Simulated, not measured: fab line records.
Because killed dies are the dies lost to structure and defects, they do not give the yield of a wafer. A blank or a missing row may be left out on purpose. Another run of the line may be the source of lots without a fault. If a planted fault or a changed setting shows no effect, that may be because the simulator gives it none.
Problem report, 8D (eight disciplines) form, completed by code + flow n5_finfet + the parts of the form that need people (team, actions taken, sign-off) are left out

== 1. PROBLEM STATEMENT ==
trench_depth_nm at N5_BEOL_M5_OCD_MEAS_38 reads a mean of 120.1 nm on 6 wafers of 3 lots; wafers without a fault read 71.9 nm with a standard deviation of 1.5. That is +32 standard deviations from the usual mean.
Seen first at day 13 13:43 on ocd-02, wafer L266.2. The record has a number at this step for 14 wafers belonging to 5 lots. Rule for "out", or "out of limits": more than 4 standard deviations from the usual mean. The rest of the wafers with a number are treated as sound.

== 2. WHAT IT IS; WHAT IT IS NOT ==
| question                    | is                                             | is not                                                                         |
|-----------------------------|------------------------------------------------|--------------------------------------------------------------------------------|
| which readings at this step | trench_depth_nm                                | -                                                                              |
| which lots                  | L264, L266, L269                               | L259, L281                                                                     |
| which wafers of those lots  | L264.2, L264.3, L266.2, L266.3, L269.2, L269.3 | L264.4, L269.6                                                                 |
| read on which gauges        | ocd-01, ocd-02                                 | -                                                                              |
| when                        | from day 13 13:43                              | up to then (3 sound wafers); but 5 sound wafers of L264, L269, L281 came after |

== 3. WHAT RULES OUT EACH SUSPECT ==
Counting: if a tool at a process step up to the reading ran every lot that is out, it stays a suspect. Sound lots after the first of them don't rule it out here, since some wafers of a struck lot are sound.
- the gauge at N5_BEOL_M5_OCD_MEAS_38 has been ruled out. Those wafers that are out were read across 2 gauges (ocd-01, ocd-02).
- rie_diel-01 at N5_BEOL_M5_TRENCH_ETCH_37 (etches SiCOH lowk in C4F6/O2, target depth 71.652 nm, time 24.7 s): kept. It ran every lot that is out, first L266 (day 13 13:33); its last sound lot up to then is L259 (day 10 20:56).
Remaining after the count: rie_diel-01 at N5_BEOL_M5_TRENCH_ETCH_37.

== 4. THE CAUSE (what the simulator had put in) ==
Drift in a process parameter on rie_diel-01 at N5_BEOL_M5_TRENCH_ETCH_37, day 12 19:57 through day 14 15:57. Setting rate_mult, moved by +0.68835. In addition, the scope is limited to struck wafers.
Counting left only this tool.

== 5. THE EFFECT CHAIN, in route order ==
Rows list readings where the struck wafers' mean (over those with a number) sits beyond 3 standard deviations from the usual. Only readings whose record carries a usual standard deviation are examined. hours: median over the lots of the time between each lot's start at the first step of this table that gives one and its start at this step. sigmas: the change, counted in usual standard deviations.
| hours | step                      | reading              | usual        | on struck wafers | change | sigmas      |
|-------|---------------------------|----------------------|--------------|------------------|--------|-------------|
| 0     | N5_BEOL_M5_TRENCH_ETCH_37 | oes_product_au       | 0.82 a.u.    | 1.09             | +0.28  | +3.6        |
| 0     | N5_BEOL_M5_OCD_MEAS_38    | trench_depth_nm      | 71.9 nm      | 120.1            | +48.2  | +32         |
| 7     | N5_BEOL_M5_THK_MEAS_53    | M5_THK               | 61.3 nm      | 108.4            | +47.1  | +25         |
| 7     | N5_BEOL_M5_RS_MEAS_57     | M5_RS                | 0.387 ohm/sq | 0.199            | -0.188 | -13         |
| 98    | N5_PASSIVATION_PROBE_49   | defect_limited_yield | 91.2 %       | 7.3              | -83.9  | -52         |
| 98    | N5_PASSIVATION_PROBE_49   | killed_at_M4_up      | 14           | 991              | +977   | +99 or more |
| 98    | N5_PASSIVATION_PROBE_49   | killed_dies          | 104          | 1094             | +990   | +52         |
| 98    | N5_PASSIVATION_PROBE_49   | killed_on_rim        | 13           | 139              | +126   | +30         |
| 98    | N5_PASSIVATION_PROBE_49   | sort_n_pass          | 1076         | 86               | -990   | -52         |
| 98    | N5_PASSIVATION_PROBE_49   | sort_yield_pct       | 91.2 %       | 7.3              | -83.9  | -52         |
The process steps in it:
- N5_BEOL_M5_TRENCH_ETCH_37: etches SiCOH lowk in C4F6/O2, target depth 71.652 nm, time 24.7 s.
- N5_PASSIVATION_PROBE_49

== 6. WHAT WOULD HAVE CAUGHT IT SOONER ==
Counted from the fault's start at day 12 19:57, it took 18 hours until the first out-of-limits reading at a measuring or inspecting step in this record, taken at day 13 13:43.
The tool's own readings at N5_BEOL_M5_TRENCH_ETCH_37 were out on some of the struck wafers (oes_product_au): an alarm limit on them would have fired on those.
L264, L269, from the lots that are out (3), started N5_BEOL_M5_TRENCH_ETCH_37 on rie_diel-01 later than day 13 13:43. A hold on the tool at that time would have spared those 2.
